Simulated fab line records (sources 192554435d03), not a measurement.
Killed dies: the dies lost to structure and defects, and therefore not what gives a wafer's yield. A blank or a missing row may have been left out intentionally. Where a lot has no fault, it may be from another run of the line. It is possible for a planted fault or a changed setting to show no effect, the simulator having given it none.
Problem report, 8D (eight disciplines) form, completed by code | flow n5 finfet | the parts of the form that need people (team, actions taken, sign-off) are left out

== 1. WHAT IS WRONG ==
bias w at N5_BEOL_M1_ETCH_70 reads a mean of 106.2 W on 9 wafers of 3 lots; wafers without a fault read 150.0 W with a standard deviation of 0.39. That is -99 or more standard deviations from the usual mean.
The step: etches SOC in N2/H2, target depth 80 nm, overetch 16 nm, time 120 s.
First observed at day 7 22:55: wafer L875.3, on rie diel-02. Wafers with a number at this step in the record: 15, from 5 lots. Rule for "out" (also "out of limits"): further than 4 standard deviations from the usual mean. All remaining wafers that have a number are taken as sound.

== 2. WHAT IT IS AND WHAT IT IS NOT ==
question                    | is                     | is not
which readings at this step | bias w, rf vpp V       | drypump motor current A, oes product au, showerhead plenum p Torr, throttle valve pct
which lots                  | L875, L876, L879       | L874, L880
which wafers of those lots  | all that have a number | -
read on which tools         | rie diel-02            | rie diel-03
when                        | from day 7 22:55       | up to then (3 sound wafers); but 3 sound wafers of L880 came after

== 3. SUSPECTS, AND WHAT RULES EACH OUT ==
Counting: any tool at a process step up to the reading is kept as a suspect provided that every lot that is out went through it and no sound lot did after the first of them.
- rie diel-02 at N5_BEOL_M1_ETCH_70 (etches SOC in N2/H2, target depth 80 nm, overetch 16 nm, time 120 s): kept. Every lot that is out went through it, starting with L875 (day 7 22:55), and after that it ran no sound lot; the last sound lot it ran before then is L874 (day 7 12:50). Its own readings are out on those wafers: bias w, rf vpp V.
Left after counting: rie diel-02 at N5_BEOL_M1_ETCH_70.

== 4. THE CAUSE (what the simulator had put in) ==
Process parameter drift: rie diel-02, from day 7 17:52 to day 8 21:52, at N5_BEOL_M1_ETCH_70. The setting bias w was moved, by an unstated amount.
The count eliminated every tool but this one.

== 5. THE CHAIN OF EFFECTS, in route order ==
Rows list readings where the struck wafers' mean (over those with a number) sits beyond 3 standard deviations from the usual. Scope: only readings with a usual standard deviation given in the record; hours: median across lots of the time from each lot's start at the first step in this table that gives one to its start at this step; sigmas: change in usual standard deviations.
hours | step               | reading  | usual   | on struck wafers | change | sigmas
0     | N5_BEOL_M1_ETCH_70 | bias w   | 150.0 W | 106.2            | -43.8  | -99 or more
0     | N5_BEOL_M1_ETCH_70 | rf vpp V | 523.0 V | 419.2            | -103.8 | -40
The process steps in it:
- N5_BEOL_M1_ETCH_70: etches SOC in N2/H2, target depth 80 nm, overetch 16 nm, time 120 s.
Later measuring or inspecting steps at which every struck wafer that the step has a row for has a number for every such reading, and none has moved that far: N5_BEOL_M4_RC_MEAS_101.

== 6. WHAT WOULD HAVE CAUGHT IT SOONER ==
In this record the first reading out of limits was taken at day 7 22:55, 5 hours after the fault began at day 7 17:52.
